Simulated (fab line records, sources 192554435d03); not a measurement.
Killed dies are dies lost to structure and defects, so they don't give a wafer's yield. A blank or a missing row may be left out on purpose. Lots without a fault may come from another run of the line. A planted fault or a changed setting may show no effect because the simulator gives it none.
Chamber matching | flow n5_finfet | N5_BEOL_M11_CURE_71 on uv_cure-02: 3 sister chambers
The step cures SiCOH lowk, time 240 s. 6 wafers are shown with their chamber, then 9 later ones without.

WAFERS WITH THEIR CHAMBER
wafer  | chamber | wafer_temp_C_max | lamp_power_pct (%)
L078.5 | 1       | 387.1            | 52.28
L078.6 | 1       | 386.9            | 52.44
L089.3 | 2       | 387.0            | 52.26
L089.4 | 2       | 387.2            | 52.28
L094.4 | 0       | 386.9            | 52.34
L094.6 | 0       | 387.0            | 52.23

WAFERS WITHOUT THEIR CHAMBER
wafer  | wafer_temp_C_max | lamp_power_pct (%)
L096.1 | 386.2            | 52.28
L096.2 | 386.8            | 52.22
L096.3 | 386.4            | 52.23
L096.4 | 387.3            | 52.31
L096.5 | 386.8            | 52.24
L096.6 | 386.5            | 52.32
L095.1 | 387.1            | 52.37
L095.3 | 386.9            | 52.38
L095.4 | 386.8            | 52.39

WHICH CHAMBER EACH WENT THROUGH
wafer  | from the rows above          | in truth
L096.1 | can't be placed: 0 or 1 or 2 | 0
L096.2 | can't be placed: 0 or 1 or 2 | 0
L096.3 | can't be placed: 0 or 1 or 2 | 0
L096.4 | can't be placed: 2 or 1 or 0 | 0
L096.5 | can't be placed: 0 or 1 or 2 | 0
L096.6 | can't be placed: 0 or 1 or 2 | 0
L095.1 | can't be placed: 1 or 2 or 0 | 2
L095.3 | can't be placed: 1 or 0 or 2 | 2
L095.4 | can't be placed: 1 or 0 or 2 | 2
Placed correctly: 0 of 9. Can't be placed from these rows: 9 (the true chamber is among the candidates in 9). Placed wrongly: 0.
How it was worked out, from the rows above alone: a wafer's distance from a chamber is the root of the sum, over the readings, of the square of ((its reading less the chamber's mean) divided by the reading's scatter). The wafer belongs to the nearest chamber; if the next one is less than 2 further off, it can't be placed. A chamber's mean is the mean of its shown wafers. The scatter: the root of (the sum of the squares of (reading less its chamber's mean) over the shown wafers, divided by (wafers less chambers)).
